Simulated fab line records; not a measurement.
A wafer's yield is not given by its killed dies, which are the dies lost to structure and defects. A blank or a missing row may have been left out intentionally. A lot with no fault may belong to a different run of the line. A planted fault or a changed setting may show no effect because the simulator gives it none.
Split-lot trial | flow n5Finfet | route with 1938 steps; 7 lots, 21 wafers read

THE SPLIT ITSELF
At N5_BEOL_M1_COAT_68 (time 60 s, resist thk 12 nm), the setting spinRpm was moved away from the recipe's 1500 rpm on 7 of the 21 wafers read, by -10.9% to +9.8%. This setting was run at the recipe's value on the other wafers.

The reading comes from the split's own step.

THE READING
SiARC_of_BEOL_M1_COAT_68.thkNm (the simulator's own value, which no gauge read), in nm, at N5_BEOL_M1_COAT_68 (time 60 s, resist thk 12 nm). The file does not state a usual value for it.

wafer  | tool, chamber at the split | spinRpm as run, rpm | against the recipe | SiARC_of_BEOL_M1_COAT_68.thkNm, nm | against lot-mates on the recipe
L075.1 | lithoTrack-04, 0           | 1647                | +9.8%              | 11.4                               | -0.6
L075.5 | lithoTrack-04, 0           | 1647                | +9.8%              | 11.6                               | -0.4
L075.6 | lithoTrack-04, 0           | 1500                | recipe             | 12                                 | -
L081.1 | lithoTrack-04, 0           | 1500                | recipe             | 12                                 | -
L081.5 | lithoTrack-04, 0           | 1500                | recipe             | 12                                 | -
L081.6 | lithoTrack-04, 0           | 1500                | recipe             | 12                                 | -
L080.1 | lithoTrack-03, 0           | 1337                | -10.9%             | 12.8                               | +0.8
L080.3 | lithoTrack-03, 0           | 1500                | recipe             | 12                                 | -
L080.4 | lithoTrack-03, 0           | 1500                | recipe             | 12                                 | -
L083.2 | lithoTrack-02, 0           | 1590                | +6.0%              | 11.6                               | -0.4
L083.5 | lithoTrack-02, 0           | 1590                | +6.0%              | 11.6                               | -0.4
L083.3 | lithoTrack-02, 0           | 1500                | recipe             | 12                                 | -
L085.1 | lithoTrack-02, 0           | 1500                | recipe             | 12                                 | -
L085.3 | lithoTrack-02, 0           | 1500                | recipe             | 12                                 | -
L085.6 | lithoTrack-02, 0           | 1363                | -9.1%              | 12.6                               | +0.6
L088.1 | lithoTrack-02, 0           | 1500                | recipe             | 12                                 | -
L088.2 | lithoTrack-02, 0           | 1500                | recipe             | 12                                 | -
L088.3 | lithoTrack-02, 0           | 1500                | recipe             | 12                                 | -
L097.1 | lithoTrack-02, 0           | 1500                | recipe             | 12                                 | -
L097.6 | lithoTrack-02, 0           | 1500                | recipe             | 12                                 | -
L097.5 | lithoTrack-02, 0           | 1397                | -6.9%              | 12.4                               | +0.4

THE FIT
A straight line over all 21 wafers: SiARC_of_BEOL_M1_COAT_68.thkNm changes by -0.0616 nm for each +1% of spinRpm; r = -0.99; the points scatter about the line by 0.055 nm.
The same after taking each lot's own level away (the mean of its wafers on the recipe; 21 wafers): -0.0616 nm for each +1%; r = -0.99; scatter 0.055 nm.
The reading moves by 0.67 nm for the largest change in spinRpm, on that fit.
The lots' own levels span 12.00 to 12.00 nm.
So the lot-to-lot level changes the slope little: the two slopes agree.
Check: with one of the wafers moved furthest among these (-10.9%) left out of the fit, the line predicts +0.636 nm for it against its lot-mates. It came out at +0.8 nm against them.

OTHER SPLITS ON THESE WAFERS
These wafers also went through other splits before the reading. Each is held against what the fit with the lots' levels taken away leaves over:
other split on the same wafers         | wafers away from the commonest value | r with SiARC_of_BEOL_M1_COAT_68.thkNm (lot level and that fit taken away)
N5_HKMG_FIN_COAT_06 spinRpm            | 6                                    | +0.30
N5_HKMG_FIN_EXPOSE_09 doseMj           | 7                                    | +0.27
N5_GATE_CUT_DESCUM_18 timeS            | 5                                    | -0.03
N5_GATE_CUT_ETCH_36 cf4FlowSccm        | 9                                    | +0.09
N5_MOL_CONTACT_COAG_ALD_27 timeS       | 8                                    | +0.39
N5_MOL_CONTACT_COAG_PECVD_31 tempC     | 6                                    | -0.06
N5_MOL_CONTACT_COAG_ALD_131 aldCycles  | 8                                    | +0.30
N5_MOL_CONTACT_COAG_ETCHBACK_135 timeS | 10                                   | -0.47
N5_BEOL_M0_SAQP_PECVD_04 timeS         | 5                                    | +0.00
N5_BEOL_M0_SAQP_COAT_82 timeS          | 10                                   | -0.05
N5_BEOL_M0_ETCH_109 biasW              | 7                                    | +0.14

THE FILE'S OWN FIT
SiARC_of_BEOL_M1_COAT_68.thkNm changes by -0.0636 nm for each +1% of spinRpm, r = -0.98.
